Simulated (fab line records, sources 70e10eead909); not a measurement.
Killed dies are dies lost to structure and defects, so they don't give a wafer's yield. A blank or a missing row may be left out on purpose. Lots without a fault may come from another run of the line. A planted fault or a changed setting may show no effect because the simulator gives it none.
A struck lot beside a sound one | flow nand_harc | 13 steps out of a route of 1302
Sound: wafers L872.2, L872.3, L872.4. Struck: wafers L857.2, L857.4, L857.6. The cause comes at the end.
At each step with rows: each side's tool, then ch and its chambers, then its first start. Under that, the readings that differ: sound wafers | struck wafers | difference of the means | sigmas: that difference in standard deviations of wafers without a fault.
alike: readings whose means differ by less than 2 such deviations, and words and numbers that are the same on both sides. not compared: withheld readings, readings that some wafer has no value for, bounds like >300 that may hide the same value, and numbers for which the record gives no deviation and whose values overlap.
The two part at a step that has a row with sigmas, a row that says differs or no value, or rows on one side only. Numbers that don't overlap but have no deviation are shown without sigmas and don't part them. A reading that every wafer of one side lacks parts them only if that side has two wafers or more.

NHARC_P_CONTACT_DEP_00: deposits SiO2, target thk 500 nm.
  sound on pecvd-01 ch 0,1,2; struck on pecvd-04 ch 1,2
  alike: heater_power_outer_w, heater_power_w, showerhead_vpp_V, throttle_valve_pct
NHARC_P_CONTACT_CMP_01: polishes SiO2, target thk 200 nm.
  sound on cmp-01 ch 1,2,3, day 13 04:22; struck on cmp-01 ch 0,1,2, day 6 22:33
  alike: edge_zone_pressure_frac, motor_current_A
then, 9 steps without rows for these wafers: NHARC_P_CONTACT_SRD_03; NHARC_P_CONTACT_DEHYDRATE_04 (time 120 s); NHARC_P_CONTACT_HMDS_05 (time 30 s); NHARC_P_CONTACT_COAT_33 (time 75 s); NHARC_P_CONTACT_COAT_34 (time 65 s); NHARC_P_CONTACT_COAT_06 (resist thk 90 nm); NHARC_P_CONTACT_SOFTBAKE_07 (time 55 s); NHARC_P_CONTACT_EBR_08; NHARC_P_CONTACT_EXPOSE_09 (exposes mask P CA, target cd 90 nm).
NHARC_P_CONTACT_PEB_10: peb time 65 s.
  sound on litho_track-01 ch 0, day 13 05:07; struck on litho_track-04, day 6 23:09
  no value came back on the struck wafers for chill_plate_temp_C (C), exhaust_pa (Pa); on the sound wafers chill_plate_temp_C (C) reads 23.11 23.19 23.24
then, 1 step without rows for these wafers: NHARC_P_CONTACT_DEVELOP_11 (develop time 35 s).

WHERE THEY PART
Only at NHARC_P_CONTACT_PEB_10, within this record.

WHY: what the simulator had put in
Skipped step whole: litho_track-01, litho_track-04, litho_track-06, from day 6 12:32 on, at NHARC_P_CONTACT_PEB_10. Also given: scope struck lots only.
